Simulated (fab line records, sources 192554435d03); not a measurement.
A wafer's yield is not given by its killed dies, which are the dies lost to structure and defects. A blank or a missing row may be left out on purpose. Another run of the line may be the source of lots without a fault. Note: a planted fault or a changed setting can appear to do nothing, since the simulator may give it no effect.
Chamber matching | flow n5_finfet | N5_MOL_CONTACT_COAG_ALD_27 on ald_sin-02: 4 sister chambers
The step deposits SiOC, target thk 17 nm, pulse time 1.5 s, time 2720 s. 8 wafers are shown with their chamber, then 7 later ones without.

## WAFERS WITH THEIR CHAMBER
wafer  | chamber | heater_power_outer_w (W) | heater_power_w (W)
L074.6 | 3       | 626                      | 909
L079.1 | 2       | 613                      | 960
L081.5 | 3       | 634                      | 936
L082.1 | 0       | 495                      | 792
L082.2 | 2       | 613                      | 1011
L082.6 | 1       | 590                      | 946
L086.1 | 1       | 599                      | 932
L086.3 | 0       | 498                      | 796

## WAFERS WITHOUT THEIR CHAMBER
wafer  | heater_power_outer_w (W) | heater_power_w (W)
L086.5 | 497                      | 768
L091.1 | 479                      | 796
L091.4 | 654                      | 999
L091.6 | 489                      | 765
L095.1 | 649                      | 975
L095.4 | 496                      | 769
L095.6 | 677                      | 985

## WHICH CHAMBER EACH WENT THROUGH
wafer  | from the rows above | in truth
L086.5 | 0                   | 0
L091.1 | 0                   | 0
L091.4 | 3                   | 3
L091.6 | 0                   | 0
L095.1 | 3                   | 3
L095.4 | 0                   | 0
L095.6 | 3                   | 3
Correctly placed: 7 of 7. Can't be placed from these rows: 0. Wrongly placed: 0.
How it was worked out, from the rows above alone: a wafer's distance from a chamber is the root of the sum, over the readings, of the square of ((its reading less the chamber's mean) divided by the reading's scatter). The wafer belongs to the nearest chamber; if the next one is less than 2 further off, it can't be placed. The mean given for a chamber averages the wafers shown for that chamber. The scatter: take each reading less its chamber's mean, square it, sum over the shown wafers, divide by the number of wafers less the number of chambers, and take the root.
